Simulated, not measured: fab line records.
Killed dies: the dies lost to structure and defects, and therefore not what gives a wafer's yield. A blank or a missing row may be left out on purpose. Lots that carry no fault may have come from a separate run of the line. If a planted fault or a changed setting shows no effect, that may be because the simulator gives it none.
fab line records ; flow nandHarc ; part 1 of 2: steps 1 to 4 of 6
[record] lots = 19; wafers = 57; lastDay = 25
route steps=1159 shown A_CHANNEL_FILL_D1@509 A_STAIRCASE@580
lots with no fault: from the same line, run without faults
startH: hours from the record's opening day to when the first of the lot's shown wafers began ; waitH: hours since the lot's step before ; " identical to the entry in the row above ; L1.1+2: a single row standing in for several wafers ; - no value present, or no start provided ; * or withheld: withheld ; < > ~ a bound
route shown NAME@n: NAME is a module with steps in the file, n the number in the route of the first one ; usual: mean/standard deviation of fault-free wafers ; same: alike in all rows ; chamber/n: place in a boat ; sites: the reading at each site ; _std_site: standard deviation of those values ; _edge_site: mean of outer sites minus mean of inner sites ; radiusMm: for every site, how far away it sits from the centre of the wafer ; mask NAME#n: copy n ; behind: the tool/chamber that last shaped the wafer ; hold: reason for holding the lot/hours on hold/outcome of the hold ; device: transistor that didn't switch, given as n, p or np ; end of line: the route-end tests of the same wafers ; a step given without rows: its recipe and nothing more ; killed: at the first sort, the dies lost to defects and structure; wafer yield is something else ; map: shows each die of a wafer: x if killed, . if not, _ if none is there
set.NAME: the setting as run; set.NAME@STEP: as run at that earlier step ; model.NAME: the simulator's own value behind a step, which no gauge read
route steps across a sampled set of lots; one table per step, one row per wafer
services: the hour from which a tool's chamber was out of use, counted from the record's first day as startH (under 0 if before that day), plus the number of hours and why
[[steps]]
[step NHARC_A_CHANNEL_FILL_D1_STRIP_29]
[recipe] timeS = 20; o2FlowSccm = 500; arFlowSccm = 0; biasW = 0; chemistry = O2
[usual] chamberPressureMTorr = 59.99/0.053; drypumpMotorCurrentA = 6.1/0.46; oesProductAu = 0.997/0.008; rfVppV = 58.0/0.92; showerheadPlenumPTorr = 3.60/0.13; throttleValvePct = 17.036/0.0079
[same] timeS = 20
lot.wafer;tool;chamber;startH;waitH;chamberPressureMTorr;drypumpMotorCurrentA;oesProductAu;rfHoursCounterH;rfVppV;showerheadPlenumPTorr;throttleValvePct
L077.3;rieDiel-02;1;-;-;59.95;6.1;0.993;1.9;57.9;3.64;17.030
L077.4;rieDiel-02;2;-;-;60.00;5.5;1.000;2.0;58.2;3.65;17.026
L077.6;rieDiel-02;1;-;-;59.91;6.1;0.997;-;57.9;3.64;17.031
L075.2;rieDiel-02;3;-;-;59.90;6.6;0.981;2.3;57.7;3.41;17.036
L075.4;rieDiel-02;2;-;-;59.92;5.5;0.990;2.2;56.9;3.65;17.045
L075.6;rieDiel-02;0;-;-;60.11;5.8;0.976;-;58.5;3.50;17.028
L076.1;rieDiel-13;2;-;-;59.93;6.1;0.999;5.9;58.4;3.70;17.053
L076.2;rieDiel-13;3;-;-;60.00;6.1;1.008;5.9;58.8;3.78;17.035
L076.6;rieDiel-13;1;-;-;59.94;5.9;1.006;-;58.5;3.47;17.038
L078.3;rieDiel-02;1;-;-;59.97;6.1;0.993;2.1;58.5;3.64;17.024
L078.4;rieDiel-02;2;-;-;59.98;5.5;1.012;2.3;57.9;3.65;17.046
L078.5;rieDiel-02;1;-;-;59.95;6.1;0.994;-;58.8;3.64;17.031
L080.1;rieDiel-02;2;-;-;59.98;5.5;0.994;2.4;57.8;3.65;17.040
L080.3;rieDiel-02;0;-;-;59.89;5.7;0.988;2.3;56.2;3.50;17.035
L080.2;rieDiel-02;1;-;-;59.95;6.1;0.999;2.3;57.6;3.64;17.029
L082.3;rieDiel-02;2;-;-;59.92;5.5;0.993;2.8;57.5;3.65;17.041
L082.2;rieDiel-02;3;-;-;60.00;6.6;0.990;2.9;56.4;3.41;17.049
L082.6;rieDiel-02;3;-;-;59.97;6.7;0.983;-;58.0;3.41;17.029
L081.1;rieDiel-13;2;-;-;59.89;6.1;0.998;6.5;57.9;3.70;17.029
L081.4;rieDiel-13;3;-;-;59.91;6.0;1.006;6.7;59.0;3.78;17.034
L081.6;rieDiel-13;1;-;-;60.00;5.9;1.006;-;57.1;3.47;17.045
L084.1;rieDiel-02;0;-;-;60.00;5.7;0.985;3.2;58.8;3.50;17.038
L084.4;rieDiel-02;1;-;-;59.95;6.1;0.982;2.8;59.0;3.64;17.037
L084.6;rieDiel-02;2;-;-;60.01;5.5;0.997;-;58.5;3.65;17.042
L083.2;rieDiel-02;2;285.02;0.2;60.02;5.5;0.982;3.4;57.6;3.65;17.025
L083.5;rieDiel-02;3;285.02;0.2;59.95;6.6;0.980;-;56.0;3.41;17.038
L083.4;rieDiel-02;1;285.02;0.2;60.04;6.1;0.982;-;57.2;3.64;17.033
L087.1;rieDiel-13;1;-;-;60.02;5.9;1.012;0.5;58.1;3.47;17.042
L087.4;rieDiel-13;2;-;-;59.99;6.0;1.006;0.4;58.0;3.70;17.038
L087.5;rieDiel-13;0;-;-;60.07;6.8;0.995;-;60.2;3.75;17.025
L085.3;rieDiel-02;1;-;-;59.97;6.1;0.992;3.5;59.1;3.64;17.037
L085.1;rieDiel-02;3;-;-;60.06;6.6;0.996;4.1;57.9;3.41;17.020
L085.6;rieDiel-02;1;-;-;60.03;6.1;0.990;-;59.7;3.64;17.053
L088.3;rieDiel-13;1;-;-;59.99;5.9;0.998;0.8;56.6;3.47;17.036
L088.4;rieDiel-13;3;-;-;59.94;6.1;1.000;0.8;57.7;3.78;17.037
L088.5;rieDiel-13;0;-;-;59.99;6.7;0.987;-;58.8;3.75;17.040
L092.3;rieDiel-13;3;-;-;60.02;6.1;1.005;1.1;59.1;3.78;17.040
L092.2;rieDiel-13;2;-;-;60.09;6.1;0.995;1.0;58.0;3.70;17.031
L092.6;rieDiel-13;0;-;-;59.98;6.8;0.991;-;58.3;3.75;17.031
L091.4;rieDiel-02;0;-;-;60.06;5.7;0.981;4.2;57.8;3.50;17.042
L091.2;rieDiel-02;1;-;-;60.13;6.1;0.999;4.0;59.7;3.64;17.036
L091.6;rieDiel-02;3;-;-;60.09;6.6;1.002;-;56.7;3.41;17.039
L093.3;rieDiel-02;3;-;-;60.02;6.6;0.992;0.0;58.7;3.41;17.037
L093.4;rieDiel-02;0;-;-;59.97;5.7;0.994;0.0;56.9;3.50;17.034
L093.2;rieDiel-02;1;-;-;60.05;6.1;0.998;0.1;58.1;3.64;17.029
L094.4;rieDiel-13;3;-;-;59.95;6.1;1.009;2.1;58.0;3.78;17.023
L094.6;rieDiel-13;1;-;-;59.99;5.9;1.011;-;58.0;3.46;17.029
L094.5;rieDiel-13;2;-;-;59.97;6.1;0.989;-;57.2;3.70;17.047
L095.2;rieDiel-02;1;-;-;60.02;6.2;1.007;0.3;58.5;3.64;17.038
L095.5;rieDiel-02;0;-;-;59.99;5.7;1.001;-;58.6;3.50;17.029
L095.6;rieDiel-02;1;-;-;59.99;6.2;1.005;-;58.0;3.64;17.045
L097.4;rieDiel-02;1;-;-;60.01;6.1;1.004;0.5;57.3;3.64;17.037
L097.3;rieDiel-02;2;-;-;59.99;5.5;0.993;0.5;59.0;3.65;17.042
L097.6;rieDiel-02;2;-;-;59.91;5.5;0.988;-;58.4;3.65;17.013
L096.3;rieDiel-13;1;-;-;60.05;5.9;1.009;3.4;58.1;3.46;17.031
L096.4;rieDiel-13;2;-;-;60.04;6.0;0.995;3.2;57.1;3.70;17.033
L096.5;rieDiel-13;0;-;-;59.97;6.8;0.996;-;58.6;3.75;17.023
[step NHARC_A_STAIRCASE_DESCUM_186]
[recipe] timeS = 3; o2FlowSccm = 200; arFlowSccm = 0; biasPowerW = 0; chemistry = O2
[usual] chamberPressureMTorr = 60.00/0.053; drypumpMotorCurrentA = 5.6/0.52; oesProductAu = 0.998/0.008; rfVppV = 57.7/0.9; showerheadPlenumPTorr = 1.90/0.086; throttleValvePct = 11.312/0.0092
[same] timeS = 3
lot.wafer;tool;chamber;startH;waitH;chamberPressureMTorr;drypumpMotorCurrentA;oesProductAu;rfHoursCounterH;rfVppV;showerheadPlenumPTorr;throttleValvePct
L077.4;rieDiel-04;3;250.58;-;60.02;6.7;0.988;46;57.0;1.83;11.292
L077.3;rieDiel-04;0;250.58;-;60.00;5.9;0.992;51;57.4;1.96;11.326
L077.6;rieDiel-04;3;250.58;-;59.97;6.7;0.985;-;56.5;1.83;11.309
L075.4;rieDiel-04;3;254.33;-;59.99;6.7;0.993;47;57.8;1.83;11.295
L075.2;rieDiel-04;1;254.33;-;60.03;5.0;0.991;53;57.0;1.90;11.310
L075.6;rieDiel-04;2;254.33;-;59.98;5.4;1.003;-;57.9;1.90;11.316
L076.1;rieDiel-01;3;257.25;-;60.09;5.2;1.003;32;59.0;2.01;11.308
L076.2;rieDiel-01;0;257.25;-;59.98;5.8;0.996;29;58.2;2.00;11.315
L076.6;rieDiel-01;1;257.25;-;60.07;5.5;0.999;-;56.5;1.81;11.327
L078.3;rieDiel-01;2;257.53;-;60.04;4.8;0.990;43;57.9;1.95;11.316
L078.4;rieDiel-01;1;257.53;-;59.96;5.4;0.994;42;57.5;1.81;11.287
L078.5;rieDiel-01;3;257.53;-;59.94;5.2;1.002;-;59.3;2.00;11.323
L080.2;rieDiel-01;2;266.19;-;60.00;4.9;0.994;47;56.4;1.94;11.312
L080.3;rieDiel-01;3;266.19;-;60.08;5.2;0.999;35;59.4;2.00;11.308
L080.1;rieDiel-01;1;266.19;-;60.10;5.5;0.997;45;56.1;1.81;11.324
L082.2;rieDiel-04;0;281.40;-;60.04;5.9;0.979;62;57.1;1.96;11.308
L082.3;rieDiel-04;1;281.40;-;60.03;5.0;0.991;64;56.9;1.90;11.312
L082.6;rieDiel-04;1;281.40;-;59.99;5.0;0.987;-;58.0;1.90;11.304
L081.1;rieDiel-04;2;282.33;-;60.05;5.4;1.005;58;57.5;1.90;11.306
L081.6;rieDiel-04;1;282.33;-;59.93;5.0;1.013;-;58.4;1.90;11.317
L081.4;rieDiel-04;0;282.33;-;59.96;5.9;1.001;-;58.4;1.96;11.308
L084.4;rieDiel-08;2;294.02;-;59.94;5.2;0.998;64;58.2;2.05;11.309
L084.1;rieDiel-08;3;294.02;-;60.00;5.5;0.992;65;56.6;1.78;11.297
L084.6;rieDiel-08;2;294.02;-;59.99;5.2;0.994;-;57.4;2.05;11.321
L083.2;rieDiel-01;2;298.41;-;60.06;4.8;0.988;61;58.8;1.94;11.307
L083.4;rieDiel-01;3;298.41;-;60.09;5.2;0.995;48;59.5;2.00;11.302
L083.5;rieDiel-01;0;298.41;-;60.03;5.8;0.986;-;57.2;1.99;11.312
L087.1;rieDiel-08;0;317.02;-;59.99;5.9;0.994;3;57.7;1.78;11.308
L087.4;rieDiel-08;1;317.02;-;59.99;6.4;1.006;3;58.3;1.85;11.306
L087.5;rieDiel-08;0;317.02;-;60.04;5.9;0.999;-;56.1;1.78;11.310
L085.3;rieDiel-08;0;323.41;-;60.01;5.9;0.983;7;58.3;1.78;11.321
L085.1;rieDiel-08;1;323.41;-;60.00;6.4;1.000;7;58.2;1.85;11.298
L085.6;rieDiel-08;0;323.41;-;60.06;5.9;0.987;-;56.5;1.78;11.334
L088.3;rieDiel-08;0;323.72;-;60.07;5.9;0.982;7;56.2;1.78;11.304
L088.4;rieDiel-08;1;323.72;-;60.06;6.4;0.997;7;56.7;1.85;11.307
L088.5;rieDiel-08;2;323.72;-;59.98;5.2;1.013;-;58.0;2.05;11.314
L091.2;rieDiel-04;2;338.86;-;60.01;5.4;0.991;18;58.2;1.89;11.322
L091.4;rieDiel-04;3;338.86;-;59.96;6.7;0.996;14;56.1;1.82;11.315
L091.6;rieDiel-04;1;338.86;-;60.05;5.0;1.006;-;57.2;1.89;11.310
L092.2;rieDiel-08;3;339.02;-;59.99;5.5;1.002;13;58.1;1.77;11.310
L092.3;rieDiel-08;0;339.02;-;59.87;5.9;0.992;14;58.6;1.78;11.299
L092.6;rieDiel-08;3;339.02;-;59.95;5.5;0.997;-;57.6;1.77;11.331
L093.4;rieDiel-04;0;353.85;-;59.98;6.0;1.001;24;57.7;1.95;11.315
L093.2;rieDiel-04;2;353.85;-;60.06;5.4;0.994;24;58.4;1.89;11.329
L093.3;rieDiel-04;3;353.85;-;60.04;6.7;0.994;20;57.4;1.82;11.322
L094.4;rieDiel-01;0;357.85;-;59.99;5.8;1.001;12;58.4;1.99;11.313
L094.6;rieDiel-01;1;357.85;-;60.09;5.4;0.988;-;57.1;1.80;11.313
L094.5;rieDiel-01;2;357.85;-;60.05;4.8;1.001;-;56.4;1.94;11.312
L095.2;rieDiel-04;3;360.62;-;60.08;6.7;0.987;23;57.9;1.82;11.311
L095.6;rieDiel-04;1;360.62;-;60.07;5.0;1.005;-;59.0;1.89;11.303
L095.5;rieDiel-04;2;360.62;-;60.01;5.4;1.001;-;58.1;1.89;11.312
L097.3;rieDiel-01;1;376.95;-;60.01;5.4;0.996;16;57.1;1.80;11.307
L097.4;rieDiel-01;3;376.95;-;60.04;5.2;1.004;15;56.8;1.99;11.302
L097.6;rieDiel-01;1;376.95;-;59.97;5.4;0.997;-;57.3;1.80;11.314
L096.4;rieDiel-08;1;385.44;-;60.06;6.4;1.010;26;58.4;1.84;11.315
L096.3;rieDiel-08;2;385.44;-;59.98;5.2;1.022;31;57.1;2.04;11.311
L096.5;rieDiel-08;1;385.44;-;60.12;6.4;1.019;-;58.3;1.84;11.323
[step NHARC_A_STAIRCASE_TRIM_187]
[recipe] timeS = 211.2; o2FlowSccm = 500; arFlowSccm = 0; biasW = 0; chemistry = O2
[usual] chamberPressureMTorr = 60.00/0.058; drypumpMotorCurrentA = 5.6/0.54; oesProductAu = 0.999/0.0074; rfVppV = 57.6/0.88; showerheadPlenumPTorr = 3.51/0.14; throttleValvePct = 17.037/0.0088
[same] timeS = 211.2
lot.wafer;tool;chamber;startH;waitH;chamberPressureMTorr;drypumpMotorCurrentA;oesProductAu;rfHoursCounterH;rfVppV;showerheadPlenumPTorr;throttleValvePct
L077.4;rieDiel-04;3;250.67;0.1;59.91;6.7;0.993;46;56.7;3.38;17.038
L077.3;rieDiel-04;0;250.67;0.1;60.03;5.9;1.001;51;58.8;3.61;17.044
L077.6;rieDiel-04;3;250.67;0.1;59.98;6.7;0.999;-;58.8;3.38;17.037
L075.2;rieDiel-04;3;254.47;0.1;60.06;6.7;0.993;47;57.3;3.38;17.035
L075.4;rieDiel-04;1;254.47;0.1;60.03;5.0;0.993;53;57.6;3.51;17.038
L075.6;rieDiel-04;2;254.47;0.1;60.03;5.4;1.001;-;56.8;3.51;17.052
L076.2;rieDiel-01;2;257.32;0.1;59.98;4.8;0.992;43;57.0;3.58;17.044
L076.1;rieDiel-01;1;257.32;0.1;60.01;5.5;1.003;42;57.6;3.35;17.032
L076.6;rieDiel-01;3;257.32;0.1;60.01;5.2;0.997;-;57.8;3.69;17.044
L078.3;rieDiel-01;2;257.67;0.1;59.97;4.8;0.989;44;58.0;3.58;17.029
L078.4;rieDiel-01;1;257.67;0.1;60.05;5.5;0.996;42;56.9;3.35;17.034
L078.5;rieDiel-01;2;257.67;0.1;60.07;4.8;1.004;-;58.5;3.58;17.041
L080.1;rieDiel-01;3;266.29;0.1;59.93;5.2;1.000;35;57.3;3.68;17.040
L080.2;rieDiel-01;1;266.29;0.1;60.01;5.5;0.998;45;58.1;3.35;17.051
L080.3;rieDiel-01;2;266.29;0.1;59.97;4.9;1.003;47;56.5;3.58;17.051
L082.2;rieDiel-04;1;281.51;0.1;60.07;5.0;0.993;64;57.9;3.50;17.030
L082.3;rieDiel-04;2;281.51;0.1;59.97;5.4;1.001;57;58.2;3.50;17.043
L082.6;rieDiel-04;2;281.51;0.1;60.04;5.4;1.003;-;57.7;3.50;17.043
L081.1;rieDiel-04;0;282.46;0.1;59.98;5.9;1.000;63;55.7;3.61;17.023
L081.6;rieDiel-04;2;282.46;0.1;60.04;5.4;0.998;-;56.8;3.50;17.040
L081.4;rieDiel-04;0;282.46;0.1;60.00;5.9;0.993;-;58.5;3.61;17.043
L084.4;rieDiel-08;3;294.12;0.1;60.06;5.5;1.003;65;56.2;3.30;17.045
L084.1;rieDiel-08;0;294.12;0.1;59.86;5.9;0.991;62;56.3;3.31;17.041
L084.6;rieDiel-08;2;294.12;0.1;59.94;5.2;1.002;-;59.4;3.77;17.030
L083.4;rieDiel-01;1;298.53;0.1;59.99;5.5;0.985;59;56.6;3.34;17.024
L083.2;rieDiel-01;0;298.53;0.1;60.01;5.8;0.976;43;57.7;3.67;17.042
L083.5;rieDiel-01;1;298.53;0.1;59.97;5.5;0.975;-;58.1;3.34;17.035
L087.4;rieDiel-08;3;317.30;0.3;59.96;5.5;0.996;3;56.7;3.29;17.002
L087.1;rieDiel-08;0;317.30;0.3;60.02;5.9;0.994;3;56.4;3.30;17.028
L087.5;rieDiel-08;2;317.30;0.3;60.07;5.2;1.008;-;57.6;3.77;17.034
L085.1;rieDiel-08;0;323.59;0.2;59.98;5.9;0.999;7;57.9;3.30;17.050
L085.3;rieDiel-08;1;323.59;0.2;59.98;6.4;1.009;7;57.5;3.42;17.020
L085.6;rieDiel-08;0;323.59;0.2;60.00;5.9;0.993;-;57.5;3.30;17.040
L088.3;rieDiel-08;2;323.90;0.2;60.09;5.2;1.010;7;56.7;3.76;17.035
L088.4;rieDiel-08;3;323.90;0.2;59.96;5.5;0.998;7;57.0;3.29;17.041
L088.5;rieDiel-08;1;323.90;0.2;59.99;6.3;1.019;-;58.4;3.42;17.025
L091.4;rieDiel-04;0;338.93;0.1;59.98;6.0;0.998;19;58.4;3.60;17.029
L091.2;rieDiel-04;1;338.93;0.1;60.09;5.0;1.006;13;57.7;3.49;17.043
L091.6;rieDiel-04;1;338.93;0.1;60.05;5.0;1.009;-;57.0;3.49;17.044
L092.3;rieDiel-08;3;339.26;0.2;60.02;5.5;0.997;13;57.1;3.29;17.041
L092.2;rieDiel-08;0;339.26;0.2;60.12;5.9;0.987;14;57.5;3.30;17.044
L092.6;rieDiel-08;1;339.26;0.2;60.04;6.4;1.002;-;57.1;3.41;17.040
L093.3;rieDiel-04;2;353.99;0.1;59.89;5.4;1.003;24;55.8;3.49;17.021
L093.2;rieDiel-04;3;353.99;0.1;59.94;6.7;1.011;20;55.9;3.37;17.040
L093.4;rieDiel-04;1;353.99;0.1;60.00;5.0;1.009;18;58.5;3.49;17.031
L094.4;rieDiel-01;1;358.04;0.2;60.03;5.5;1.007;12;57.9;3.33;17.044
L094.5;rieDiel-01;3;358.04;0.2;60.06;5.2;1.001;-;59.0;3.67;17.022
L094.6;rieDiel-01;0;358.04;0.2;59.93;5.8;1.006;-;58.4;3.66;17.036
L095.2;rieDiel-04;2;360.71;0.1;59.98;5.4;0.994;26;57.9;3.49;17.038
L095.5;rieDiel-04;0;360.71;0.1;60.02;5.9;0.995;-;58.0;3.59;17.036
L095.6;rieDiel-04;1;360.71;0.1;60.06;5.0;1.005;-;56.7;3.49;17.058
L097.4;rieDiel-01;1;377.04;0.1;59.92;5.5;0.991;16;55.9;3.33;17.029
L097.3;rieDiel-01;2;377.04;0.1;60.00;4.8;0.996;14;58.0;3.56;17.046
L097.6;rieDiel-01;1;377.04;0.1;60.07;5.5;0.993;-;56.3;3.33;17.025
L096.3;rieDiel-08;2;385.54;0.1;60.01;5.2;0.997;31;57.1;3.75;17.042
L096.4;rieDiel-08;3;385.54;0.1;59.94;5.5;0.999;30;56.6;3.28;17.036
L096.5;rieDiel-08;2;385.54;0.1;59.90;5.2;1.020;-;57.9;3.75;17.053
[step NHARC_A_STAIRCASE_ETCH_188]
[recipe] targetDepthA = 1000; timeS = 40.5; ionEnergyEv = 400; c4f8FlowSccm = 20; o2FlowSccm = 10; arFlowSccm = withheld; rfW = 600; biasW = 1000; chemistry = C4F8/O2
[usual] chamberPressureMTorr = 25.003/0.021; oesProductAu = 0.933/0.012; rfVppV = 896/5.5
[same] timeS = 40.5
lot.wafer;tool;chamber;startH;waitH;chamberPressureMTorr;oesProductAu;rfHoursCounterH;rfVppV
L077.3;rieDiel-04;3;-;-;25.011;0.921;46;890
L077.4;rieDiel-04;1;-;-;25.048;0.928;52;895
L077.6;rieDiel-04;3;-;-;25.044;0.919;-;891
L075.2;rieDiel-04;2;-;-;25.015;0.922;46;895
L075.4;rieDiel-04;3;-;-;24.996;0.915;48;892
L075.6;rieDiel-04;2;-;-;25.005;0.915;-;893
L076.1;rieDiel-01;2;-;-;25.008;0.926;43;898
L076.2;rieDiel-01;0;-;-;24.990;0.916;29;901
L076.6;rieDiel-01;3;-;-;25.018;0.954;-;902
L078.3;rieDiel-01;3;-;-;25.011;0.935;32;903
L078.4;rieDiel-01;2;-;-;24.976;0.937;44;897
L078.5;rieDiel-01;0;-;-;24.977;0.923;-;900
L080.1;rieDiel-01;1;-;-;25.025;0.944;45;889
L080.3;rieDiel-01;2;-;-;25.006;0.937;47;898
L080.2;rieDiel-01;3;-;-;25.002;0.937;36;902
L082.3;rieDiel-04;1;-;-;25.069;0.928;64;894
L082.2;rieDiel-04;2;-;-;25.000;0.937;57;895
L082.6;rieDiel-04;0;-;-;25.004;0.940;-;900
L081.1;rieDiel-04;2;-;-;25.005;0.926;58;896
L081.6;rieDiel-04;0;-;-;25.025;0.917;-;898
L081.4;rieDiel-04;2;-;-;25.015;0.923;-;895
L084.4;rieDiel-08;3;-;-;25.010;0.949;65;887
L084.1;rieDiel-08;0;-;-;24.999;0.944;62;887
L084.6;rieDiel-08;1;-;-;24.997;0.935;-;891
L083.4;rieDiel-01;2;-;-;25.000;0.907;61;897
L083.2;rieDiel-01;0;-;-;25.037;0.908;43;900
L083.5;rieDiel-01;2;-;-;24.967;0.916;-;898
L087.4;rieDiel-08;2;-;-;24.985;0.925;3;904
L087.1;rieDiel-08;0;-;-;25.002;0.908;4;887
L087.5;rieDiel-08;3;-;-;25.021;0.919;-;886
L085.1;rieDiel-08;1;-;-;24.978;0.932;7;893
L085.3;rieDiel-08;3;-;-;24.989;0.933;7;887
L085.6;rieDiel-08;2;-;-;24.967;0.944;-;906
L088.4;rieDiel-08;0;-;-;24.988;0.917;7;887
L088.3;rieDiel-08;3;-;-;25.004;0.939;7;886
L088.5;rieDiel-08;1;-;-;24.995;0.930;-;891
L091.2;rieDiel-04;1;-;-;24.987;0.944;13;895
L091.4;rieDiel-04;2;-;-;24.998;0.949;18;895
L091.6;rieDiel-04;0;-;-;25.023;0.956;-;898
L092.2;rieDiel-08;1;-;-;24.990;0.930;14;893
L092.3;rieDiel-08;0;-;-;24.978;0.940;14;887
L092.6;rieDiel-08;2;-;-;24.984;0.935;-;905
L093.2;rieDiel-04;0;-;-;25.032;0.935;24;899
L093.4;rieDiel-04;1;-;-;25.007;0.934;18;895
L093.3;rieDiel-04;2;-;-;25.015;0.941;24;896
L094.4;rieDiel-01;3;-;-;25.020;0.923;10;901
L094.6;rieDiel-01;3;-;-;24.987;0.925;-;901
L094.5;rieDiel-01;0;-;-;25.019;0.936;-;900
L095.2;rieDiel-04;2;-;-;25.015;0.950;26;895
L095.6;rieDiel-04;2;-;-;24.993;0.955;-;896
L095.5;rieDiel-04;3;-;-;25.004;0.962;-;890
L097.4;rieDiel-01;1;-;-;25.019;0.928;17;889
L097.3;rieDiel-01;2;-;-;24.991;0.957;14;896
L097.6;rieDiel-01;0;-;-;25.017;0.928;-;900
L096.4;rieDiel-08;3;-;-;24.964;0.931;30;887
L096.3;rieDiel-08;2;-;-;24.973;0.933;31;904
L096.5;rieDiel-08;0;-;-;24.994;0.927;-;888
